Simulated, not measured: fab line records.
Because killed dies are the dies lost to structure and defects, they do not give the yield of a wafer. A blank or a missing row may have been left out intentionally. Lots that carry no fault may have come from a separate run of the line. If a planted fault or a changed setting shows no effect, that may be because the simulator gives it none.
Chamber matching    flow n5-finfet    N5_BEOL_M0_SAQP_PECVD_04 on pecvd-02: 3 sister chambers
The step deposits a-Si from SiH4/He, target thk 60 nm, time 60.2 s. 18 wafers are shown with their chamber, then 9 later ones without.

## WAFERS WITH THEIR CHAMBER
wafer   chamber  showerhead-plenum-p-Torr (Torr)  throttle-valve-pct (%)  heater-power-w (W)
L419.2  1        5.75                             18.3                    785
L419.3  0        5.68                             18.2                    569
L419.6  2        5.66                             17.3                    676
L420.1  2        5.65                             17.0                    742
L420.2  0        5.68                             18.2                    653
L420.4  1        5.72                             18.5                    737
L421.1  0        5.68                             18.5                    568
L421.2  2        5.64                             17.3                    734
L421.6  0        5.69                             18.2                    567
L422.1  0        5.68                             18.1                    625
L422.3  2        5.64                             17.1                    753
L422.5  0        5.69                             18.5                    624
L426.3  0        5.70                             18.1                    584
L426.4  0        5.70                             18.4                    584
L426.5  1        5.74                             18.4                    779
L429.1  2        5.65                             17.3                    785
L429.2  1        5.74                             18.2                    802
L429.5  1        5.73                             18.4                    797

SIGNATURES, as means of the wafers listed above
reading                   chamber 0  chamber 1  chamber 2  scatter within a chamber
showerhead-plenum-p-Torr  5.6875     5.7360     5.6480     0.00949
throttle-valve-pct        18.275     18.360     17.200     0.148
heater-power-w            596.75     780.00     738.00     33.1
Rule: distance of a wafer from a chamber = root of the sum over the readings of ((wafer's reading minus chamber's mean) / reading's scatter) squared. If the next closest chamber is less than 2 further off than the closest, the wafer can't be placed; otherwise it belongs to the closest. The scatter: the root of (the sum of the squares of (reading less its chamber's mean) over the shown wafers, divided by (wafers less chambers)).

## WAFERS WHOSE CHAMBER IS MISSING
wafer   showerhead-plenum-p-Torr (Torr)  throttle-valve-pct (%)  heater-power-w (W)
L438.2  5.69                             18.0                    624
L438.4  5.65                             17.1                    766
L438.5  5.66                             17.2                    737
L437.1  5.69                             18.5                    650
L437.3  5.65                             17.5                    760
L437.6  5.72                             18.5                    714
L440.1  5.74                             18.3                    697
L440.4  5.69                             18.3                    606
L440.6  5.74                             18.5                    679

## EACH ONE'S CHAMBER
wafer   from the rows above  in truth
L438.2  0                    0
L438.4  2                    2
L438.5  2                    2
L437.1  0                    0
L437.3  2                    2
L437.6  1                    1
L440.1  1                    1
L440.4  0                    0
L440.6  1                    1
9 of 9 placed correctly. Can't be placed from these rows: 0. Placed wrongly: 0.
